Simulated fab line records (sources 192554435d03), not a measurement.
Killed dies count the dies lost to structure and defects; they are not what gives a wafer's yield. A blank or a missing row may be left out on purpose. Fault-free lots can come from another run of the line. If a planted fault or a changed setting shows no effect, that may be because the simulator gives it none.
Chamber matching || flow n5_finfet || N5_BEOL_M11_CURE_71 on uv_cure-01 has 3 sister chambers
The step cures SiCOH lowk, time 240 s. 3 wafers are shown with their chamber, then 8 later ones without.

WAFERS WITH THEIR CHAMBER
{"wafer": "L085.6", "chamber": 1, "wafer_temp_C_max": 386.5}
{"wafer": "L089.5", "chamber": 0, "wafer_temp_C_max": 387.4}
{"wafer": "L091.2", "chamber": 2, "wafer_temp_C_max": 386.6}

WAFERS WITHOUT THEIR CHAMBER
{"wafer": "L091.5", "wafer_temp_C_max": 386.6}
{"wafer": "L091.6", "wafer_temp_C_max": 387.0}
{"wafer": "L088.2", "wafer_temp_C_max": 386.0}
{"wafer": "L088.3", "wafer_temp_C_max": 386.4}
{"wafer": "L088.6", "wafer_temp_C_max": 385.9}
{"wafer": "L094.1", "wafer_temp_C_max": 386.0}
{"wafer": "L094.3", "wafer_temp_C_max": 385.7}
{"wafer": "L094.4", "wafer_temp_C_max": 386.2}

EACH ONE'S CHAMBER
{"wafer": "L091.5", "from the rows above": "can't be placed: 2 or 1 or 0", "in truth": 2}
{"wafer": "L091.6", "from the rows above": "can't be placed: 0 or 2 or 1", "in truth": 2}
{"wafer": "L088.2", "from the rows above": "can't be placed: 1 or 2 or 0", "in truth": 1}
{"wafer": "L088.3", "from the rows above": "can't be placed: 1 or 2 or 0", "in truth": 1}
{"wafer": "L088.6", "from the rows above": "can't be placed: 1 or 2 or 0", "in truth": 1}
{"wafer": "L094.1", "from the rows above": "can't be placed: 1 or 2 or 0", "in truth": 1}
{"wafer": "L094.3", "from the rows above": "can't be placed: 1 or 2 or 0", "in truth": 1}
{"wafer": "L094.4", "from the rows above": "can't be placed: 1 or 2 or 0", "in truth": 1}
Placed correctly: 0 of 8. From these rows, 8 cannot be placed; in 8 the true chamber is one of the candidates. Placed wrongly: 0.
How it was worked out, from the rows above alone: a wafer's distance from a chamber is the root of the sum, over the readings, of the square of ((its reading less the chamber's mean) divided by the reading's scatter). The wafer belongs to the nearest chamber; if the next one is less than 2 further off, it can't be placed. The mean given for a chamber averages the wafers shown for that chamber. The scatter (one wafer shown for each chamber): square how far every hidden wafer sits from the nearest shown wafer, average those squares and take the square root.
